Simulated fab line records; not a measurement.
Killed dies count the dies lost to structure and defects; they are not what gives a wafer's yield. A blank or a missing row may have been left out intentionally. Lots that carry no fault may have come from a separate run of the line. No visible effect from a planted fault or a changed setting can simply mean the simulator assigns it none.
fab line records	flow nand_harc
[record] lots = 12	wafers = 36	last_day = 33
route steps=1302 shown A_CHANNEL_FILL_D1@499 A_DECK1_JOINT@528 A_ONON_D2@564 END@1302
lots untouched by any fault: they come from a run of this same line in which no faults occurred
start_h: start of the lot's first displayed wafer, in hours after the record's first day	wait_h: how many hours have passed since the lot's step before this one	" unchanged from the row above	L1.1+2: a row that stands for several wafers	- no value, or no start given	* or withheld: withheld	< > ~ a bound
route shown NAME@n: NAME is a module with steps in the file, n the number in the route of the first one	usual: mean and standard deviation over wafers with no fault	same: alike in all rows	chamber/n: place in a boat	sites: readings site by site	_std_site: the standard deviation of these	_edge_site: inner sites' mean taken away from outer sites' mean	radius_mm: how far each site lies from the wafer's centre	mask NAME#n: copy n	behind: tool/chamber where the wafer was last shaped	hold: why the lot was held/for how many hours/how that ended	device: the n, p or np transistor that did not switch	end of line: tests run on the same wafers once the route is complete	step lacking rows: just its recipe	killed: count of dies lost to structure and defects at first sort (not the wafer's yield)	map: dies across one wafer; x = killed, . = not, _ = none there
set.NAME: the run value of the setting; set.NAME@STEP: its run value at that earlier step	model.NAME: the simulator's own value behind a step, which no gauge read
steps of the route over a sample of lots; a table a step, a row a wafer
services: a tool's chamber out of use, with start hour (start_h, from the record's first day; less than 0 if before it), hours out, and reason
[[steps]]
[step NHARC_A_CHANNEL_FILL_D1_ETCHBACK_19]
[recipe] target_depth_a = 50	time_s = 1.7	hbr_flow_sccm = 150	cl2_flow_sccm = 50	rf_w = 400	icp_w = 400	bias_w = 100	chemistry = HBr/Cl2
[usual] chamber_pressure_mTorr = 14.999/0.014	drypump_motor_current_A = 5.9/0.39	he_backside_leak_sccm = 2.8/0.33	oes_product_au = 1.006/0.012	throttle_valve_pct = 26.406/0.0099
lot.wafer	tool	chamber	start_h	wait_h	chamber_pressure_mTorr	drypump_motor_current_A	he_backside_leak_sccm	oes_product_au	rf_hours_counter_h	throttle_valve_pct
L127.1	rie_si-02	0	208.97	0.4	14.999	6.1	2.9	0.999	0.6	26.397
L127.3	"	2	"	"	14.983	5.6	2.3	1.007	0.6	26.401
L127.5	"	1	"	"	14.981	5.9	3.0	1.009	-	26.402
L128.1	rie_si-03	3	217.19	0.4	15.001	5.8	2.3	1.001	0.9	26.416
L128.4	"	1	"	"	15.016	5.7	2.8	1.005	1.1	26.416
L128.5	"	0	"	"	14.983	6.3	2.5	1.003	-	26.407
L129.2	rie_si-03	2	230.99	0.4	14.993	5.0	2.8	0.999	0	26.410
L129.4	"	0	"	"	15.013	6.3	2.5	1.005	0	26.402
L129.6	"	2	"	"	15.000	5.0	2.7	0.990	-	26.418
L132.3	rie_si-02	2	252.40	0.4	14.986	5.6	2.2	0.997	0.9	26.405
L132.5	"	3	"	"	14.994	5.7	2.7	1.009	-	26.412
L132.6	"	0	"	"	15.012	6.1	2.9	0.992	-	26.386
L136.1	rie_si-05	3	315.54	0.4	14.987	6.3	2.5	1.005	0	26.407
L136.2	"	1	"	"	14.999	5.9	3.1	1.012	0	26.415
L136.5	"	0	"	"	14.996	5.5	3.0	0.990	-	26.412
L139.4	rie_si-05	1	333.78	0.4	15.010	6.0	3.2	1.004	0.1	26.397
L139.3	"	3	"	"	15.010	6.4	2.9	1.012	0.1	26.399
L139.1	"	0	"	"	15.001	5.5	2.7	0.999	0.1	26.420
L140.2	rie_si-05	3	355.24	0.4	15.005	6.3	2.5	1.018	0.1	26.397
L140.3	"	0	"	"	14.996	5.5	2.9	0.989	0.1	26.427
L140.5	"	1	"	"	15.016	5.9	2.9	1.010	-	26.411
L142.2	rie_si-03	0	365.65	0.4	14.980	6.3	2.4	1.015	0.8	26.398
L142.5	"	2	"	"	15.011	5.0	2.8	0.998	-	26.413
L142.4	"	3	"	"	14.997	5.8	2.4	1.009	-	26.403
L146.3	rie_si-02	1	404.31	0.4	14.994	5.9	2.8	0.991	0.7	26.422
L146.4	"	2	"	"	14.993	5.6	2.3	0.999	0.8	26.404
L146.6	"	3	"	"	14.986	5.7	2.7	1.018	-	26.406
L147.2	rie_si-03	0	416.65	0.4	14.979	6.3	2.4	1.004	0.0	26.391
L147.5	"	2	"	"	15.005	5.0	2.8	0.998	-	26.404
L147.6	"	3	"	"	14.988	5.8	2.3	1.010	-	26.393
L149.1	rie_si-02	1	431.83	0.4	15.008	5.9	2.9	1.004	0.9	26.403
L149.4	"	2	"	"	14.999	5.7	2.3	0.995	0.9	26.392
L149.3	"	3	"	"	14.980	5.7	2.7	1.016	0.9	26.407
L150.4	rie_si-02	0	440.18	0.4	15.016	6.0	3.0	1.028	0.9	26.398
L150.2	"	2	"	"	14.999	5.6	2.3	0.995	1.0	26.404
L150.6	"	1	"	"	15.018	5.9	2.9	1.004	-	26.407
[step NHARC_A_DECK1_JOINT_THK_MEAS_14]
[recipe] thk_meas_gauge = ellipsometry
[usual] thk_nm = 51.4/1.7
lot.wafer	tool	chamber	start_h	wait_h	thk_nm
L127.1	film_metro-01	-	246.04	0.2	50.4
L127.3	"	-	"	"	50.1
L127.5	"	-	"	"	50.5
L128.1	film_metro-02	-	257.04	0.2	50.6
L128.4	"	-	"	"	53.4
L128.5	"	-	"	"	51.9
L129.2	film_metro-02	-	266.67	0.2	53.7
L129.4	"	-	"	"	49.3
L129.6	"	-	"	"	52.4
L132.3	film_metro-01	-	286.81	0.2	50.0
L132.5	"	-	"	"	49.3
L132.6	"	-	"	"	51.3
L136.1	film_metro-02	-	350.11	0.2	49.1
L136.2	"	-	"	"	50.1
L136.5	"	-	"	"	52.2
L139.1	film_metro-01	-	368.20	0.2	52.6
L139.3	"	-	"	"	51.2
L139.4	"	-	"	"	51.6
L140.2	film_metro-01	-	389.71	0.2	52.4
L140.3	"	-	"	"	54.0
L140.5	"	-	"	"	52.0
L142.2	film_metro-01	-	402.27	0.2	48.9
L142.4	"	-	"	"	52.5
L142.5	"	-	"	"	51.9
L146.3	film_metro-02	-	438.75	0.2	50.7
L146.4	"	-	"	"	50.8
L146.6	"	-	"	"	48.1
L147.2	film_metro-02	-	455.36	0.2	49.7
L147.5	"	-	"	"	52.3
L147.6	"	-	"	"	52.9
L149.1	film_metro-01	-	466.45	0.2	52.2
L149.3	"	-	"	"	52.6
L149.4	"	-	"	"	52.1
L150.2	film_metro-02	-	477.78	0.2	49.8
L150.4	"	-	"	"	53.2
L150.6	"	-	"	"	53.4
[step NHARC_A_DECK1_JOINT_ETCHBACK_00]
[recipe] target_depth_a = 300	time_s = 17.4	hbr_flow_sccm = 150	rf_w = 350	icp_w = 350	bias_w = 60	chemistry = HBr
[usual] chamber_pressure_mTorr = 15.001/0.013	drypump_motor_current_A = 5.8/0.39	he_backside_leak_sccm = 2.69/0.23	oes_product_au = 1.002/0.0087	throttle_valve_pct = 23.267/0.0086
lot.wafer	tool	chamber	start_h	wait_h	chamber_pressure_mTorr	drypump_motor_current_A	he_backside_leak_sccm	oes_product_au	rf_hours_counter_h	throttle_valve_pct
L127.3	rie_si-06	1	246.17	0.1	14.984	5.3	2.86	1.001	1.3	23.261
L127.1	"	2	"	"	15.001	5.8	3.04	1.007	1.3	23.271
L127.5	"	1	"	"	15.004	5.3	2.85	0.999	-	23.281
L128.1	rie_si-01	3	257.18	0.1	14.993	5.8	2.83	1.004	0.3	23.259
L128.4	"	1	"	"	15.016	6.2	2.63	1.007	0.4	23.261
L128.5	"	3	"	"	15.020	5.8	2.81	1.001	-	23.270
L129.4	rie_si-01	1	266.81	0.1	15.002	6.3	2.65	0.999	0.4	23.285
L129.2	"	3	"	"	14.998	5.8	2.99	1.013	0.4	23.258
L129.6	"	0	"	"	14.989	5.5	2.30	0.981	-	23.282
L132.3	rie_si-01	1	286.93	0.1	15.008	6.2	2.67	0.999	0.6	23.274
L132.5	"	1	"	"	15.000	6.2	2.61	1.002	-	23.270
L132.6	"	2	"	"	15.021	6.5	2.42	1.002	-	23.255
L136.1	rie_si-01	0	350.23	0.1	15.029	5.5	2.23	0.996	0.9	23.262
L136.2	"	2	"	"	14.999	6.5	2.49	1.007	0.9	23.278
L136.5	"	1	"	"	14.998	6.2	2.72	1.005	-	23.274
L139.1	rie_si-01	1	368.34	0.1	15.009	6.2	2.72	1.003	1.1	23.262
L139.4	"	2	"	"	15.002	6.5	2.52	1.005	1.1	23.267
L139.3	"	3	"	"	15.024	5.8	2.84	0.991	1.1	23.260
L140.2	rie_si-01	0	389.85	0.1	14.983	5.5	2.24	1.009	0.1	23.275
L140.3	"	1	"	"	14.969	6.2	2.52	1.014	0.0	23.244
L140.5	"	3	"	"	15.004	5.8	2.75	0.992	-	23.272
L142.4	rie_si-04	2	402.39	0.1	14.987	5.4	2.68	1.003	0.3	23.259
L142.2	"	1	"	"	15.007	5.8	2.52	1.012	0.3	23.270
L142.5	"	2	"	"	15.002	5.4	2.67	1.002	-	23.274
L146.4	rie_si-06	2	438.87	0.1	14.995	5.8	2.66	1.001	0	23.252
L146.3	"	0	"	"	14.999	5.6	2.89	1.007	0	23.270
L146.6	"	2	"	"	14.980	5.7	2.85	1.006	-	23.277
L147.2	rie_si-06	3	455.51	0.1	14.991	6.3	2.52	1.008	0.1	23.260
L147.6	"	1	"	"	14.985	5.4	2.66	0.991	-	23.255
L147.5	"	2	"	"	14.992	5.7	2.85	1.001	-	23.277
L149.3	rie_si-01	2	466.58	0.1	14.986	6.6	2.49	1.002	0.5	23.271
L149.4	"	0	"	"	14.971	5.5	2.24	1.003	0.6	23.271
L149.1	"	1	"	"	15.011	6.2	2.72	1.011	0.5	23.270
L150.2	rie_si-06	1	477.94	0.1	15.023	5.3	2.74	0.999	0.2	23.261
L150.4	"	0	"	"	14.997	5.6	2.67	1.004	-	23.266
L150.6	"	1	"	"	15.018	5.3	2.72	0.996	-	23.264
[step NHARC_A_ONON_D2_DEP_28]
[recipe] target_thk_a = 10000	n2_flow_sccm = 2750	n2o_flow_sccm = 2000	nh3_flow_sccm = 500	sih4_flow_sccm = 210	temp_c = 400
[usual] n2o_flow_sccm = 2000/5.8	nh3_flow_sccm = 500.2/1.6
lot.wafer	tool	chamber	start_h	wait_h	n2o_flow_sccm	nh3_flow_sccm
L127.1	pecvd_onon-04	0	286.70	0.1	2001	499.5
L127.3	"	0	"	"	1989	495.9
L127.5	"	0	"	"	2002	499.2
L128.1	pecvd_onon-02	0	295.77	0.1	2003	497.1
L128.4	"	0	"	"	2009	499.5
L128.5	"	0	"	"	2000	497.2
L129.2	pecvd_onon-02	0	301.90	0.1	1991	498.4
L129.4	"	0	"	"	2001	498.4
L129.6	"	0	"	"	2005	497.3
L132.3	pecvd_onon-01	0	320.76	0.2	2008	500.8
L132.5	"	0	"	"	2004	499.1
L132.6	"	0	"	"	2003	500.7
L136.1	pecvd_onon-02	0	390.04	0.1	2008	499.9
L136.2	"	0	"	"	2007	498.4
L136.5	"	0	"	"	2001	498.9
L139.1	pecvd_onon-01	0	404.29	0.1	1998	501.2
L139.3	"	0	"	"	1998	500.3
L139.4	"	0	"	"	2003	499.8
L140.2	pecvd_onon-02	0	426.51	0.1	2001	502.0
L140.3	"	0	"	"	2001	498.4
L140.5	"	0	"	"	2000	502.0
L142.2	pecvd_onon-04	0	445.92	0.1	2000	500.4
L142.4	"	0	"	"	2005	501.0
L142.5	"	0	"	"	1993	498.7
L146.3	pecvd_onon-02	0	476.21	0.2	1997	500.3
L146.4	"	0	"	"	2001	497.6
L146.6	"	0	"	"	1989	503.8
L147.2	pecvd_onon-04	0	488.99	0.1	2002	500.1
L147.5	"	0	"	"	2005	502.8
L147.6	"	0	"	"	2001	503.2
L149.1	pecvd_onon-02	0	502.10	0.1	1999	498.7
L149.3	"	0	"	"	1997	499.1
L149.4	"	0	"	"	1996	498.0
L150.2	pecvd_onon-04	0	520.50	0.1	2001	502.2
L150.4	"	0	"	"	2005	500.5
L150.6	"	0	"	"	2004	499.4
[step NHARC_A_ONON_D2_THK_MEAS_30]
[recipe] thk_meas_gauge = ellipsometry
[usual] thk_nm = 998/13
lot.wafer	tool	chamber	start_h	wait_h	thk_nm
L127.1	film_metro-02	-	287.20	-	1011
L127.3	"	-	"	"	1012
L127.5	"	-	"	"	1010
L128.1	film_metro-02	-	296.28	-	990
L128.4	"	-	"	"	989
L128.5	"	-	"	"	989
L129.2	film_metro-02	-	302.36	-	1016
L129.4	"	-	"	"	1016
L129.6	"	-	"	"	1017
L132.3	film_metro-01	-	321.15	-	1012
L132.5	"	-	"	"	1010
L132.6	"	-	"	"	1011
L136.1	film_metro-01	-	390.56	-	984
L136.2	"	-	"	"	985
L136.5	"	-	"	"	987
L139.1	film_metro-01	-	404.79	-	993
L139.3	"	-	"	"	994
L139.4	"	-	"	"	992
L140.2	film_metro-01	-	426.97	-	1009
L140.3	"	-	"	"	1008
L140.5	"	-	"	"	1008
L142.2	film_metro-01	-	446.38	-	989
L142.4	"	-	"	"	988
L142.5	"	-	"	"	990
L146.3	film_metro-02	-	476.61	-	1034
L146.4	"	-	"	"	1036
L146.6	"	-	"	"	1034
L147.2	film_metro-02	-	489.45	-	1009
L147.5	"	-	"	"	1005
L147.6	"	-	"	"	1008
L149.1	film_metro-01	-	502.61	-	1059
L149.3	"	-	"	"	1059
L149.4	"	-	"	"	1060
L150.2	film_metro-02	-	520.96	-	1005
L150.4	"	-	"	"	1004
L150.6	"	-	"	"	1003
[step NHARC_END_SORT_01]
[recipe] temp_c = 25
[usual] killed_at_array = 63/17	killed_at_other = 0.8/1.1	killed_at_periphery = 3.5/3	killed_dies = 67/17	killed_open = 3.1/1.6	killed_short = 2.6/1.4
[same] gross_dies = 677
lot.wafer	tool	chamber	start_h	wait_h	killed_at_array	killed_at_other	killed_at_periphery	killed_dies	killed_open	killed_short
L146.3	prober-01	0	752.73	3.1	647	1	1	649	3	4
L146.4	prober-01	0	753.55	3.4	656	1	0	657	5	1
L146.6	prober-01	0	755.18	4.1	637	0	1	638	5	2
L149.1	prober-01	0	771.05	2.5	642	2	0	644	4	5
L149.3	prober-01	0	772.66	3.1	639	1	2	642	2	0
L149.4	prober-01	0	773.47	3.4	632	5	4	641	4	2
// killed by level:class
L146.3 A_ONON_D2:area_dep=566 A_CHANNEL_HOLE_D1:chamber_film_flake=27 A_SLIT:chamber_film_flake=27 A_BLC:chamber_film_flake=10 A_CONTACT:chamber_film_flake=5 A_WL_FILL:chamber_film_flake=3 A_STAIRCASE:chamber_film_flake=2 P_M0:geometric_particle:open=1
L146.4 A_ONON_D2:area_dep=558 A_SLIT:chamber_film_flake=35 A_CHANNEL_HOLE_D1:chamber_film_flake=30 A_CHANNEL_HOLE_D2:chamber_film_flake=11 A_BLC:chamber_film_flake=7 A_DECK1_JOINT:chamber_film_flake=3 A_STAIRCASE:chamber_film_flake=3 A_CONTACT:chamber_film_flake=3
L146.6 A_ONON_D2:area_dep=535 A_CHANNEL_HOLE_D1:chamber_film_flake=35 A_SLIT:chamber_film_flake=29 A_CONTACT:chamber_film_flake=12 A_CHANNEL_HOLE_D2:chamber_film_flake=7 A_STAIRCASE:chamber_film_flake=5 A_BLC:chamber_film_flake=5 A_M0:geometric_particle:open=2
L149.1 A_ONON_D2:area_dep=583 A_CHANNEL_HOLE_D2:chamber_film_flake=22 A_CHANNEL_HOLE_D1:chamber_film_flake=15 A_CONTACT:chamber_film_flake=6 A_SLIT:chamber_film_flake=4 A_CHANNEL_HOLE_D1:geometric_particle:open=2 A_SOURCE_PLATE:geometric_particle:short=1 A_ONON_D1:geometric_particle:short=1
L149.3 A_ONON_D2:area_dep=586 A_CHANNEL_HOLE_D2:chamber_film_flake=22 A_CHANNEL_HOLE_D1:chamber_film_flake=13 A_SLIT:chamber_film_flake=9 A_CONTACT:chamber_film_flake=8 P_CONTACT:geometric_particle:open=1 P_M1:geometric_particle:open=1 A_DECK1_JOINT:chamber_film_flake=1
L149.4 A_ONON_D2:area_dep=588 A_CHANNEL_HOLE_D2:chamber_film_flake=25 A_CHANNEL_HOLE_D1:chamber_film_flake=12 THIN_TSV:chamber_film_flake=5 A_CONTACT:chamber_film_flake=2 P_GATE:geometric_particle:short=1 P_CONTACT:geometric_particle:open=1 P_M0:geometric_particle:short=1
[[services]]
tool	chamber	start_h	hours	kind
pecvd_onon-02	-	185.18	13.0	pm
rie_si-06	-	185.29	1.5	repair
rie_si-01	-	193.00	9.0	pm
pecvd_onon-04	-	211.70	2.9	repair
rie_si-06	0	218.80	5.1	repair
rie_si-03	-	221.00	9.0	pm
rie_si-01	2	231.27	6.6	repair
rie_si-06	-	249.00	9.0	pm
rie_si-02	-	263.40	9.1	repair
rie_si-02	-	277.59	9.0	pm
pecvd_onon-04	-	311.28	13.0	pm
rie_si-06	2	335.48	6.0	repair
rie_si-03	2	337.84	2.7	repair
rie_si-03	1	362.54	12.0	repair
pecvd_onon-02	-	366.18	13.0	pm
rie_si-01	-	370.00	9.0	pm
rie_si-03	3	383.42	2.4	repair
rie_si-03	-	398.00	9.0	pm
rie_si-02	1	415.34	5.5	repair
rie_si-06	-	426.00	9.0	pm
rie_si-03	2	434.27	5.3	repair
rie_si-03	-	445.67	0.4	repair
rie_si-02	-	454.59	9.0	pm
rie_si-02	0	504.59	12.4	repair
[[key]]
[first_sign] step = NHARC_A_ONON_D2_THK_MEAS_30	reading = thk_nm	direction = up	sigmas = 3.8	usual = 998	struck = 1047
[effect] step = NHARC_END_SORT_01	reading = killed_at_array	direction = up	sigmas = 33	usual = 63	struck = 642
[more_kills_born_at] NHARC_A_ONON_D2_DEP_28@pecvd_onon-02 = 3416
met_at NHARC_A_ONON_D2_DEP_28
struck_lots L146,L149
later_rows_left_out L146.3,L146.4,L146.6,L149.1,L149.3,L149.4
tester_left_out L146,L149
not_acting_at NHARC_A_CHANNEL_FILL_D1_ETCHBACK_19,NHARC_A_DECK1_JOINT_THK_MEAS_14,NHARC_A_DECK1_JOINT_ETCHBACK_00
onset_between 426.51 476.21
[fault] kind = process_parameter_drift	tool = pecvd_onon-02	chamber = -	onset_h = 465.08	steps = NHARC_A_ONON_D2_DEP_28	channel = target_thk_a	offset = *	shape = step	end_h = 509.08	acts_in = *	stated = *
// tester_left_out: of these lots the tester's yield and bins aren't shown, on N5 and GAA mostly nor the transistor test; their killed dies are dies lost to structure and defects alone, not to doping, threshold or leakage, so they don't give the yield
// later_rows_left_out: the simulator's readings of these wafers behind a module that went badly wrong aren't trusted and aren't shown, but for the sort
